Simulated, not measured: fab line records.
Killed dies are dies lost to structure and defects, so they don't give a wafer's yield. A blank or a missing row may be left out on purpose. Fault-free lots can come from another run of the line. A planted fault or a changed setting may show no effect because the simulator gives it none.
What tool caused it? :: flow n5Finfet :: 33 wafers from 11 lots sampled at 5 of the route's 1938 steps

WHAT EACH GAUGE READ, for each wafer
The record holds no reading of a measuring or inspecting step that can be judged against a usual standard deviation.

WHAT TOOL EACH LOT RAN ON (gives the tool, then ch and the chambers of the sampled wafers, and finally the start)
lot: L574
N5_FIN_SAQP_MANDREL1_REMOVE_56: rieSi-01 ch 1,3, day 2 08:02
N5_FIN_SAQP_RECESS_63: vaporEtch-02 ch 0,1, day 2 08:32
N5_FIN_SAQP_ETCH_69: rieDiel-03 ch 0,1,2, day 2 08:53
N5_FIN_SAQP_STRIP_70: rieDiel-03 ch 0,1,2, day 2 08:59
N5_PASSIVATION_PROBE_49: -

lot: L575
N5_FIN_SAQP_MANDREL1_REMOVE_56: rieSi-01 ch 1,2,3, day 2 11:47
N5_FIN_SAQP_RECESS_63: vaporEtch-02 ch 0,1, day 2 12:10
N5_FIN_SAQP_ETCH_69: rieDiel-01 ch 0,1,3, day 2 12:37
N5_FIN_SAQP_STRIP_70: rieDiel-01 ch 0,1,3, day 2 12:43
N5_PASSIVATION_PROBE_49: -

lot: L576
N5_FIN_SAQP_MANDREL1_REMOVE_56: rieSi-06 ch 1,3, day 2 19:13
N5_FIN_SAQP_RECESS_63: vaporEtch-02 ch 0,1, day 2 19:35
N5_FIN_SAQP_ETCH_69: rieDiel-03 ch 0,2,3, day 2 20:04
N5_FIN_SAQP_STRIP_70: rieDiel-03 ch 0,2,3, day 2 20:10
N5_PASSIVATION_PROBE_49: -

lot: L577
N5_FIN_SAQP_MANDREL1_REMOVE_56: rieSi-03 ch 0,2, day 3 01:38
N5_FIN_SAQP_RECESS_63: vaporEtch-01 ch 0,1, day 3 02:15
N5_FIN_SAQP_ETCH_69: rieDiel-01 ch 0,1,2, day 3 02:38
N5_FIN_SAQP_STRIP_70: rieDiel-01 ch 0,1,2, day 3 02:44
N5_PASSIVATION_PROBE_49: -

lot: L578
N5_FIN_SAQP_MANDREL1_REMOVE_56: rieSi-01 ch 2,3, day 3 07:46
N5_FIN_SAQP_RECESS_63: vaporEtch-01 ch 0,1, day 3 08:34
N5_FIN_SAQP_ETCH_69: rieDiel-03 ch 1,2,3, day 3 09:17
N5_FIN_SAQP_STRIP_70: rieDiel-03 ch 1,2,3, day 3 09:23
N5_PASSIVATION_PROBE_49: -

lot: L579
N5_FIN_SAQP_MANDREL1_REMOVE_56: rieSi-06 ch 0,1,2, day 3 14:45
N5_FIN_SAQP_RECESS_63: vaporEtch-02 ch 0,1, day 3 15:22
N5_FIN_SAQP_ETCH_69: rieDiel-03 ch 1,2,3, day 3 15:55
N5_FIN_SAQP_STRIP_70: rieDiel-03 ch 1,2,3, day 3 16:01
N5_PASSIVATION_PROBE_49: prober-01, day 12 21:43

lot: L586
N5_FIN_SAQP_MANDREL1_REMOVE_56: rieSi-03 ch 0,1,2, day 5 06:32
N5_FIN_SAQP_RECESS_63: vaporEtch-02 ch 0,1, day 5 06:55
N5_FIN_SAQP_ETCH_69: rieDiel-03 ch 1,2,3, day 5 07:24
N5_FIN_SAQP_STRIP_70: rieDiel-03 ch 1,2,3, day 5 07:30
N5_PASSIVATION_PROBE_49: prober-02, day 15 14:17

lot: L590
N5_FIN_SAQP_MANDREL1_REMOVE_56: rieSi-03 ch 1,2,3, day 6 06:00
N5_FIN_SAQP_RECESS_63: vaporEtch-01 ch 0,1, day 6 06:23
N5_FIN_SAQP_ETCH_69: rieDiel-03 ch 1,2,3, day 6 06:49
N5_FIN_SAQP_STRIP_70: rieDiel-03 ch 1,2,3, day 6 06:55
N5_PASSIVATION_PROBE_49: -

lot: L591
N5_FIN_SAQP_MANDREL1_REMOVE_56: rieSi-06 ch 0,1,2, day 6 12:15
N5_FIN_SAQP_RECESS_63: vaporEtch-02 ch 0,1, day 6 12:38
N5_FIN_SAQP_ETCH_69: rieDiel-05 ch 0,3, day 6 13:13
N5_FIN_SAQP_STRIP_70: rieDiel-05 ch 0,3, day 6 13:19
N5_PASSIVATION_PROBE_49: prober-02, day 16 03:46

lot: L593
N5_FIN_SAQP_MANDREL1_REMOVE_56: rieSi-01 ch 1,2,3, day 7 01:12
N5_FIN_SAQP_RECESS_63: vaporEtch-02 ch 0,1, day 7 01:37
N5_FIN_SAQP_ETCH_69: rieDiel-05 ch 0,1,3, day 7 02:05
N5_FIN_SAQP_STRIP_70: rieDiel-05 ch 0,1,3, day 7 02:11
N5_PASSIVATION_PROBE_49: -

lot: L596
N5_FIN_SAQP_MANDREL1_REMOVE_56: rieSi-01 ch 1,2, day 7 17:17
N5_FIN_SAQP_RECESS_63: vaporEtch-01 ch 0,1, day 7 17:47
N5_FIN_SAQP_ETCH_69: rieDiel-01 ch 0,2, day 7 18:18
N5_FIN_SAQP_STRIP_70: rieDiel-01 ch 0,2, day 7 18:24
N5_PASSIVATION_PROBE_49: -
- N5_FIN_SAQP_MANDREL1_REMOVE_56: chemistry HBr/Cl2/O2, target a-Si, stops on SiNx, bt time 10 s.
- N5_FIN_SAQP_RECESS_63: chemistry HF/NH3, target SiO2, target depth 18 nm, afs cycles 3, sublimation time 60 s.
- N5_FIN_SAQP_ETCH_69: etches SOC in N2/H2, stops on SiNx, target depth 150 nm.
- N5_FIN_SAQP_STRIP_70: strips in N2/H2.
- N5_PASSIVATION_PROBE_49

AS READ BY THE TOOLS THEMSELVES (means over the sampled wafers that have a number; for cases with no such wafer, the mark the record gives instead)
N5_FIN_SAQP_MANDREL1_REMOVE_56. Usual: drypumpMotorCurrentA 5.8 A, standard deviation 0.39; oesProductAu 0.992 a.u., standard deviation 0.014; throttleValvePct 36.6 %, standard deviation 0.39.
lot: L574
tool: rieSi-01
drypumpMotorCurrentA (A): 5.4
oesProductAu (a.u.): 0.987
throttleValvePct (%): 36.2
flag: 

lot: L575
tool: rieSi-01
drypumpMotorCurrentA (A): 5.7
oesProductAu (a.u.): 0.991
throttleValvePct (%): 36.6
flag: 

lot: L576
tool: rieSi-06
drypumpMotorCurrentA (A): 5.9
oesProductAu (a.u.): 0.988
throttleValvePct (%): 36.7
flag: 

lot: L577
tool: rieSi-03
drypumpMotorCurrentA (A): 5.6
oesProductAu (a.u.): 1.013
throttleValvePct (%): 36.6
flag: 

lot: L578
tool: rieSi-01
drypumpMotorCurrentA (A): 5.5
oesProductAu (a.u.): 0.990
throttleValvePct (%): 36.9
flag: 

lot: L579
tool: rieSi-06
drypumpMotorCurrentA (A): 5.6
oesProductAu (a.u.): 0.994
throttleValvePct (%): 36.5
flag: 

lot: L586
tool: rieSi-03
drypumpMotorCurrentA (A): 5.9
oesProductAu (a.u.): 1.007
throttleValvePct (%): 36.9
flag: 

lot: L590
tool: rieSi-03
drypumpMotorCurrentA (A): 5.8
oesProductAu (a.u.): 0.990
throttleValvePct (%): 36.8
flag: 

lot: L591
tool: rieSi-06
drypumpMotorCurrentA (A): 5.6
oesProductAu (a.u.): 0.988
throttleValvePct (%): 36.5
flag: 

lot: L593
tool: rieSi-01
drypumpMotorCurrentA (A): 5.7
oesProductAu (a.u.): 0.988
throttleValvePct (%): 36.6
flag: 

lot: L596
tool: rieSi-01
drypumpMotorCurrentA (A): 6.0
oesProductAu (a.u.): 0.993
throttleValvePct (%): 36.6
flag: 

N5_FIN_SAQP_RECESS_63. Usual: drypumpMotorCurrentA reads 5.94 A (standard deviation 0.27).
lot: L574
tool: vaporEtch-02
drypumpMotorCurrentA (A): 5.78
flag: 

lot: L575
tool: vaporEtch-02
drypumpMotorCurrentA (A): 5.77
flag: 

lot: L576
tool: vaporEtch-02
drypumpMotorCurrentA (A): 5.74
flag: 

lot: L577
tool: vaporEtch-01
drypumpMotorCurrentA (A): 6.06
flag: 

lot: L578
tool: vaporEtch-01
drypumpMotorCurrentA (A): 6.06
flag: 

lot: L579
tool: vaporEtch-02
drypumpMotorCurrentA (A): 5.76
flag: 

lot: L586
tool: vaporEtch-02
drypumpMotorCurrentA (A): 5.75
flag: 

lot: L590
tool: vaporEtch-01
drypumpMotorCurrentA (A): 6.07
flag: 

lot: L591
tool: vaporEtch-02
drypumpMotorCurrentA (A): 5.74
flag: 

lot: L593
tool: vaporEtch-02
drypumpMotorCurrentA (A): 5.76
flag: 

lot: L596
tool: vaporEtch-01
drypumpMotorCurrentA (A): 6.24
flag: 

N5_FIN_SAQP_ETCH_69. Usual: drypumpMotorCurrentA 5.6 A, standard deviation 0.54; oesProductAu 0.76 a.u., standard deviation 0.07; rfFwdPowerW 844.2 W, standard deviation 3; rfVppV 240.8 V, standard deviation 1.6; showerheadPlenumPTorr 2.55 Torr, standard deviation 0.1; throttleValvePct 17.84 %, standard deviation 0.27.
lot: L574
tool: rieDiel-03
drypumpMotorCurrentA (A): 5.7
oesProductAu (a.u.): 0.81
rfFwdPowerW (W): 843.9
rfVppV (V): 242.8
showerheadPlenumPTorr (Torr): 2.67
throttleValvePct (%): 17.96
flag: 

lot: L575
tool: rieDiel-01
drypumpMotorCurrentA (A): 5.5
oesProductAu (a.u.): 0.73
rfFwdPowerW (W): 843.6
rfVppV (V): 239.7
showerheadPlenumPTorr (Torr): 2.49
throttleValvePct (%): 17.86
flag: 

lot: L576
tool: rieDiel-03
drypumpMotorCurrentA (A): 5.2
oesProductAu (a.u.): 0.75
rfFwdPowerW (W): 843.9
rfVppV (V): 241.3
showerheadPlenumPTorr (Torr): 2.62
throttleValvePct (%): 17.84
flag: 

lot: L577
tool: rieDiel-01
drypumpMotorCurrentA (A): 5.8
oesProductAu (a.u.): 0.77
rfFwdPowerW (W): 843.0
rfVppV (V): 239.2
showerheadPlenumPTorr (Torr): 2.48
throttleValvePct (%): 17.88
flag: 

lot: L578
tool: rieDiel-03
drypumpMotorCurrentA (A): 5.8
oesProductAu (a.u.): 0.80
rfFwdPowerW (W): 846.4
rfVppV (V): 241.6
showerheadPlenumPTorr (Torr): 2.64
throttleValvePct (%): 17.82
flag: 

lot: L579
tool: rieDiel-03
drypumpMotorCurrentA (A): 5.8
oesProductAu (a.u.): 0.80
rfFwdPowerW (W): 843.9
rfVppV (V): 242.5
showerheadPlenumPTorr (Torr): 2.64
throttleValvePct (%): 17.81
flag: 

lot: L586
tool: rieDiel-03
drypumpMotorCurrentA (A): 5.8
oesProductAu (a.u.): 0.79
rfFwdPowerW (W): 1354.8
rfVppV (V): 205.6
showerheadPlenumPTorr (Torr): 2.63
throttleValvePct (%): 17.85
flag: OFF

lot: L590
tool: rieDiel-03
drypumpMotorCurrentA (A): 5.8
oesProductAu (a.u.): 0.78
rfFwdPowerW (W): 1356.5
rfVppV (V): 205.8
showerheadPlenumPTorr (Torr): 2.63
throttleValvePct (%): 17.86
flag: OFF

lot: L591
tool: rieDiel-05
drypumpMotorCurrentA (A): 5.7
oesProductAu (a.u.): 0.74
rfFwdPowerW (W): 844.8
rfVppV (V): 239.9
showerheadPlenumPTorr (Torr): 2.39
throttleValvePct (%): 17.39
flag: 

lot: L593
tool: rieDiel-05
drypumpMotorCurrentA (A): 5.7
oesProductAu (a.u.): 0.73
rfFwdPowerW (W): 845.0
rfVppV (V): 239.1
showerheadPlenumPTorr (Torr): 2.47
throttleValvePct (%): 17.73
flag: 

lot: L596
tool: rieDiel-01
drypumpMotorCurrentA (A): 5.7
oesProductAu (a.u.): 0.86
rfFwdPowerW (W): 843.6
rfVppV (V): 240.3
showerheadPlenumPTorr (Torr): 2.48
throttleValvePct (%): 17.73
flag: 

N5_FIN_SAQP_STRIP_70. Usual: drypumpMotorCurrentA 5.6 A, standard deviation 0.54; oesProductAu 0.77 a.u., standard deviation 0.073; rfVppV 121.9 V, standard deviation 1; showerheadPlenumPTorr 3.37 Torr, standard deviation 0.13; throttleValvePct 18.9 %, standard deviation 0.46.
lot: L574
tool: rieDiel-03
drypumpMotorCurrentA (A): 5.7
oesProductAu (a.u.): 0.82
rfVppV (V): 122.3
showerheadPlenumPTorr (Torr): 3.53
throttleValvePct (%): 19.2
flag: 

lot: L575
tool: rieDiel-01
drypumpMotorCurrentA (A): 5.5
oesProductAu (a.u.): 0.73
rfVppV (V): 121.4
showerheadPlenumPTorr (Torr): 3.29
throttleValvePct (%): 18.8
flag: 

lot: L576
tool: rieDiel-03
drypumpMotorCurrentA (A): 5.2
oesProductAu (a.u.): 0.76
rfVppV (V): 122.0
showerheadPlenumPTorr (Torr): 3.46
throttleValvePct (%): 18.9
flag: 

lot: L577
tool: rieDiel-01
drypumpMotorCurrentA (A): 5.8
oesProductAu (a.u.): 0.78
rfVppV (V): 120.9
showerheadPlenumPTorr (Torr): 3.28
throttleValvePct (%): 18.9
flag: 

lot: L578
tool: rieDiel-03
drypumpMotorCurrentA (A): 5.8
oesProductAu (a.u.): 0.80
rfVppV (V): 122.1
showerheadPlenumPTorr (Torr): 3.49
throttleValvePct (%): 19.1
flag: 

lot: L579
tool: rieDiel-03
drypumpMotorCurrentA (A): 5.8
oesProductAu (a.u.): 0.80
rfVppV (V): 122.4
showerheadPlenumPTorr (Torr): 3.48
throttleValvePct (%): 19.1
flag: 

lot: L586
tool: rieDiel-03
drypumpMotorCurrentA (A): 5.8
oesProductAu (a.u.): 0.79
rfVppV (V): 121.8
showerheadPlenumPTorr (Torr): 3.48
throttleValvePct (%): 19.1
flag: 

lot: L590
tool: rieDiel-03
drypumpMotorCurrentA (A): 5.8
oesProductAu (a.u.): 0.78
rfVppV (V): 121.8
showerheadPlenumPTorr (Torr): 3.47
throttleValvePct (%): 19.1
flag: 

lot: L591
tool: rieDiel-05
drypumpMotorCurrentA (A): 5.7
oesProductAu (a.u.): 0.75
rfVppV (V): 121.4
showerheadPlenumPTorr (Torr): 3.16
throttleValvePct (%): 18.2
flag: 

lot: L593
tool: rieDiel-05
drypumpMotorCurrentA (A): 5.7
oesProductAu (a.u.): 0.73
rfVppV (V): 122.2
showerheadPlenumPTorr (Torr): 3.26
throttleValvePct (%): 18.7
flag: 

lot: L596
tool: rieDiel-01
drypumpMotorCurrentA (A): 5.7
oesProductAu (a.u.): 0.88
rfVppV (V): 121.6
showerheadPlenumPTorr (Torr): 3.28
throttleValvePct (%): 18.8
flag: 

N5_PASSIVATION_PROBE_49. Usual: killed_at_M0_to_M3 34, standard deviation 8.9; killed_at_M4_up 13, standard deviation 5; killedAtContacts 12, standard deviation 7; killedAtFrontEnd 38, standard deviation 11; killedAtOther 3.2, standard deviation 2.9; killedDies 99, standard deviation 16; killedOpen 65, standard deviation 13; killedShort 32, standard deviation 7.6.
lot: L579
tool: prober-01
killed_at_M0_to_M3: 43
killed_at_M4_up: 19
killedAtContacts: 6
killedAtFrontEnd: 32
killedAtOther: 7.7
killedDies: 108
killedOpen: 71
killedShort: 36
flag: 

lot: L586
tool: prober-02
killed_at_M0_to_M3: 31
killed_at_M4_up: 11
killedAtContacts: 10
killedAtFrontEnd: 25
killedAtOther: 2.7
killedDies: 79
killedOpen: 51
killedShort: 25
flag: 

lot: L591
tool: prober-02
killed_at_M0_to_M3: 33
killed_at_M4_up: 15
killedAtContacts: 8
killedAtFrontEnd: 35
killedAtOther: 5.3
killedDies: 97
killedOpen: 64
killedShort: 32
flag: 

THE ANSWER, worked out from the rows above alone
Rule: a lot is off if the mean of its wafers that have a number lies more than 3 standard deviations from the usual mean. A lot without any number at a reading at which 4 lots or more have one is off too. Where the step has rows for the other lots, those lots are counted as sound. After the gauges, taken in route order, come the tools' own readings; for these a lot's mean is taken, as printed above. The first step at which some lot is off is used, and at that step the reading that is off furthest; a lot without a number counts as furthest.
Off at N5_FIN_SAQP_ETCH_69 (rfFwdPowerW): L586, L590.
If a tool, at that step or one of the process steps before it, ran each lot that is off and ran no sound lot following the first of them, it fits. 2 tools fit, rieSi-03 at N5_FIN_SAQP_MANDREL1_REMOVE_56 and rieDiel-03 at N5_FIN_SAQP_ETCH_69, so this cannot tell which one it is.

WHAT WAS PUT IN BY THE SIMULATOR
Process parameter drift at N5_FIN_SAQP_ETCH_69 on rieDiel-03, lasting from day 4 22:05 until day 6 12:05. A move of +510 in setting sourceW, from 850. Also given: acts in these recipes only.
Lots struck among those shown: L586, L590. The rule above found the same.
